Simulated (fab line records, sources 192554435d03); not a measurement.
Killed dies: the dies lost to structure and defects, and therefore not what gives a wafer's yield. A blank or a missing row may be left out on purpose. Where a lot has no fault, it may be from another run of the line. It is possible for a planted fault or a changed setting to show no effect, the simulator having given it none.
Matching of chambers ; flow n5_finfet ; rie_diel-06 running N5_BEOL_M3_ETCH_63: 4 sister chambers
The step etches SiARC in CF4, target depth 15.6 nm, time 26 s. 14 wafers are shown with their chamber, then 7 later ones without.

== WAFERS, EACH WITH ITS CHAMBER ==
wafer;chamber;throttle_valve_pct (%);showerhead_plenum_p_Torr (Torr);oes_product_au (a.u.)
L080.1;3;15.30;2.04;0.65
L080.4;0;15.54;2.13;0.66
L080.6;0;15.53;2.13;0.66
L079.1;0;15.53;2.13;0.66
L079.4;1;15.38;2.10;0.75
L079.6;2;15.92;2.05;0.64
L084.1;2;15.95;2.05;0.64
L084.2;0;15.55;2.13;0.66
L084.5;2;15.94;2.05;0.64
L087.3;3;15.31;2.03;0.65
L087.4;2;15.93;2.05;0.64
L087.6;2;15.95;2.05;0.64
L088.1;1;15.41;2.09;0.73
L088.3;2;15.95;2.05;0.63

SIGNATURES (means of the wafers above)
reading;chamber 0;chamber 1;chamber 2;chamber 3;scatter within a chamber
throttle_valve_pct;15.5375;15.3950;15.9400;15.3050;0.0125
showerhead_plenum_p_Torr;2.1300;2.0950;2.0500;2.0350;0.00316
oes_product_au;0.6600;0.7400;0.6383;0.6500;0.00532
Rule: a wafer lies at a distance from a chamber equal to the root of the sum of squares, over the readings, of (its reading less the chamber's mean, divided by the reading's scatter). The wafer belongs to the nearest chamber; if the next one is less than 2 further off, it can't be placed. The scatter: take each reading less its chamber's mean, square it, sum over the shown wafers, divide by the number of wafers less the number of chambers, and take the root.

== WAFERS MISSING THEIR CHAMBER ==
wafer;throttle_valve_pct (%);showerhead_plenum_p_Torr (Torr);oes_product_au (a.u.)
L088.5;15.95;2.05;0.63
L089.1;15.33;2.03;0.65
L089.4;15.41;2.09;0.73
L089.6;15.54;2.13;0.65
L095.1;15.99;2.04;0.61
L095.3;15.61;2.12;0.64
L095.6;15.37;2.03;0.63

== WHICH CHAMBER EACH WENT THROUGH ==
wafer;from the rows above;in truth
L088.5;2;2
L089.1;3;3
L089.4;1;1
L089.6;0;0
L095.1;2;2
L095.3;0;0
L095.6;3;3
Correctly placed: 7 of 7. Not placeable from these rows: 0. 0 placed wrongly.
